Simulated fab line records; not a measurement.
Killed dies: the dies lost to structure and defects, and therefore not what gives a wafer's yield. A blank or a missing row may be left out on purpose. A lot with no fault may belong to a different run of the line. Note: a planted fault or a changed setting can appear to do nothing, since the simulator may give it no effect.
Chamber matching	flow n5Finfet	N5_HKMG_FIN_STRIP_89 on rieDiel-01: 4 sister chambers
The step strips SOC in N2/H2, time 20 s. 8 wafers are shown with their chamber, then 12 later ones without.

EACH WAFER AND ITS CHAMBER
wafer	chamber	showerheadPlenumPTorr (Torr)	drypumpMotorCurrentA (A)
L084.1	3	3.17	5.2
L085.6	3	3.16	5.1
L088.3	2	3.42	6.2
L088.5	1	3.51	6.0
L090.5	1	3.51	5.9
L091.2	0	3.35	6.2
L091.4	2	3.41	6.2
L091.6	0	3.35	6.2

WAFERS WITHOUT THEIR CHAMBER
wafer	showerheadPlenumPTorr (Torr)	drypumpMotorCurrentA (A)
L092.2	3.35	6.2
L092.5	3.35	6.2
L092.6	3.57	5.1
L094.4	3.34	6.2
L094.5	3.56	5.1
L094.6	3.41	6.2
L096.1	3.56	5.1
L096.2	3.34	6.2
L096.3	3.50	5.9
L097.1	3.56	5.1
L097.4	3.40	6.2
L097.5	3.50	6.0

CHAMBER TAKEN BY EACH
wafer	from the rows above	in truth
L092.2	0	0
L092.5	0	0
L092.6	1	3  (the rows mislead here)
L094.4	0	0
L094.5	1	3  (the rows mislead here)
L094.6	2	2
L096.1	1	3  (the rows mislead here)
L096.2	0	0
L096.3	1	1
L097.1	1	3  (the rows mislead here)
L097.4	2	2
L097.5	1	1
8 of 12 placed correctly. From these rows, 0 cannot be placed. Wrongly placed: 4.
How it was worked out, from the rows above alone: a wafer's distance from a chamber is the root of the sum, over the readings, of the square of ((its reading less the chamber's mean) divided by the reading's scatter). The wafer belongs to the nearest chamber; if the next one is less than 2 further off, it can't be placed. For every chamber, the mean is computed from those of its wafers that are shown. The scatter is the square root of a quotient: the sum, over the shown wafers, of each reading's squared deviation from its chamber's mean, divided by wafers minus chambers.
